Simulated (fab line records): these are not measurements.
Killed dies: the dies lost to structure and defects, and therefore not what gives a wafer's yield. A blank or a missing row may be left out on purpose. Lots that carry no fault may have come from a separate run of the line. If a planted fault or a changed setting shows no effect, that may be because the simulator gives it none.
Comparing a struck lot with a sound one    flow nandHarc    14 out of 1302 route steps
Sound: these wafers, L181.1, L181.4, L181.5. Struck: wafer L176.1; the same lot's L176.3 was not struck, so it is left out; see the end for the cause.
At each step with rows: each side's tool, then ch and its chambers, then its first start. Under that, the readings that differ: sound wafers    struck wafers    difference of the means    sigmas: that difference in standard deviations of wafers without a fault.
alike: same words and numbers on both sides, and readings whose means sit less than 2 such deviations apart. not compared: any withheld reading, any reading some wafer has no value for, any bound like >300 that may hide the same value, and any number with overlapping values for which the record gives no deviation.
A row with sigmas, a row that says differs or no value, or rows on one side alone: a step with any of these is where the two part. Non-overlapping numbers with no deviation appear without sigmas and do not part them. Lack of a reading on every wafer of one side parts them only where that side has two or more wafers.

NHARC_A_SOURCE_PLATE_THK_MEAS_06: measures by ellipsometry.
  sound on filmMetro-02 at day 16 08:28; struck on filmMetro-01 at day 14 15:51
  alike: thkNm
NHARC_A_SOURCE_PLATE_INSPECT_08:
  sound on defectInspect-01 at day 16 08:32; struck on defectInspect-02 at day 14 15:55
  alike: rawDefectCount
after that, 1 step with no rows for these wafers: NHARC_A_ONON_D1_DEP_00 (target thk 1000 nm).
NHARC_A_ONON_D1_THK_MEAS_02: measures by ellipsometry.
  sound on filmMetro-02 at day 16 09:06; struck on filmMetro-02 at day 14 16:30
  alike: thkNm
after that, 1 step with no rows for these wafers: NHARC_A_ONON_D1_DEP_03 (target thk 1000 nm).
NHARC_A_ONON_D1_THK_MEAS_05: measures by ellipsometry.
  sound on filmMetro-02 at day 16 09:40; struck on filmMetro-01 at day 14 17:04
  alike: thkNm
after that, 1 step with no rows for these wafers: NHARC_A_ONON_D1_DEP_06 (target thk 1000 nm).
NHARC_A_ONON_D1_THK_MEAS_08: measures by ellipsometry.
  sound on filmMetro-01 at day 16 10:14; struck on filmMetro-01 at day 14 17:38
reading     sound           struck  difference  sigmas
thkNm (nm)  1007 1008 1007  987     -20         -2
after that, 1 step with no rows for these wafers: NHARC_A_ONON_D1_DEP_09 (target thk 1000 nm).
NHARC_A_ONON_D1_THK_MEAS_11: measures by ellipsometry.
  sound on filmMetro-02 at day 16 10:48; struck on filmMetro-01 at day 14 18:12
  alike: thkNm
NHARC_A_ONON_D1_DEP_12: target thk 1000 nm.
  sound on pecvdOnon-04 ch 0, day 16 10:51; struck on pecvdOnon-01 ch 0, day 14 18:16
NHARC_A_ONON_D1_THK_MEAS_14: measures by ellipsometry.
  sound on filmMetro-01 at day 16 11:22; struck on filmMetro-01 at day 14 18:46
reading     sound           struck  difference  sigmas
thkNm (nm)  1020 1019 1019  650     -369        -37
then, 1 step without rows for these wafers: NHARC_A_ONON_D1_ANNEAL_15 (time 3600 s).
-- the record jumps here: 16 days lie between the struck wafers' starts before and after (it left off in module A_ONON_D1 and takes up again in module END, whose first step shown is number 1302 of the route) --
NHARC_END_SORT_01:
  the record has rows for the struck wafers here (prober-01 ch 0, day 30 12:16) and none for the sound ones

== WHERE THEY PART ==
First at NHARC_A_ONON_D1_THK_MEAS_08; last, within this record, at NHARC_END_SORT_01.

WHY: whatever the simulator had introduced
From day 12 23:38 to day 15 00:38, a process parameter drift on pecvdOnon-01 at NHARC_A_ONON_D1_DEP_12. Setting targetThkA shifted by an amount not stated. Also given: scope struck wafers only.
